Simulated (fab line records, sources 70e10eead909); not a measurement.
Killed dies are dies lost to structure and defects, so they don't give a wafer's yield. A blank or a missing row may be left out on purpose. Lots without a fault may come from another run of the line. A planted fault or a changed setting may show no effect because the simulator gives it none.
Chamber matching | flow nand_harc | NHARC_P_M0_DEP_32 on pecvd-03: 3 sister chambers
The step deposits SiCN, target thk 30 nm. 6 wafers are shown with their chamber, then 12 later ones without.

WAFERS WITH THEIR CHAMBER
wafer  | chamber | heater_power_w (W) | susceptor_temp_C (C)
L088.6 | 1       | 589                | 369.48
L089.4 | 2       | 450                | 370.24
L089.5 | 0       | 588                | 370.19
L091.2 | 0       | 501                | 370.19
L091.4 | 2       | 485                | 369.51
L091.6 | 1       | 621                | 369.95

WAFERS WITHOUT THEIR CHAMBER
wafer  | heater_power_w (W) | susceptor_temp_C (C)
L093.3 | 547                | 370.16
L093.5 | 477                | 370.18
L093.6 | 592                | 370.06
L094.1 | 504                | 369.72
L094.4 | 629                | 370.08
L094.5 | 510                | 369.49
L096.1 | 593                | 370.32
L096.3 | 474                | 369.86
L096.5 | 474                | 369.89
L097.1 | 430                | 370.08
L097.3 | 567                | 369.76
L097.6 | 434                | 370.25

WHICH CHAMBER EACH WENT THROUGH
wafer  | from the rows above          | in truth
L093.3 | can't be placed: 0 or 1      | 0
L093.5 | can't be placed: 2 or 0      | 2
L093.6 | can't be placed: 1 or 0      | 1
L094.1 | can't be placed: 2 or 0 or 1 | 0
L094.4 | can't be placed: 1 or 0      | 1
L094.5 | can't be placed: 2 or 0 or 1 | 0
L096.1 | can't be placed: 0 or 1      | 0
L096.3 | can't be placed: 2 or 0      | 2
L096.5 | can't be placed: 2 or 0      | 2
L097.1 | can't be placed: 2 or 0      | 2
L097.3 | can't be placed: 1 or 0 or 2 | 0
L097.6 | can't be placed: 2 or 0      | 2
Placed correctly: 0 of 12. Can't be placed from these rows: 12 (the true chamber is among the candidates in 12). Placed wrongly: 0.
How it was worked out, from the rows above alone: a wafer's distance from a chamber is the root of the sum, over the readings, of the square of ((its reading less the chamber's mean) divided by the reading's scatter). The wafer belongs to the nearest chamber; if the next one is less than 2 further off, it can't be placed. A chamber's mean is the mean of its shown wafers. The scatter: the root of (the sum of the squares of (reading less its chamber's mean) over the shown wafers, divided by (wafers less chambers)).
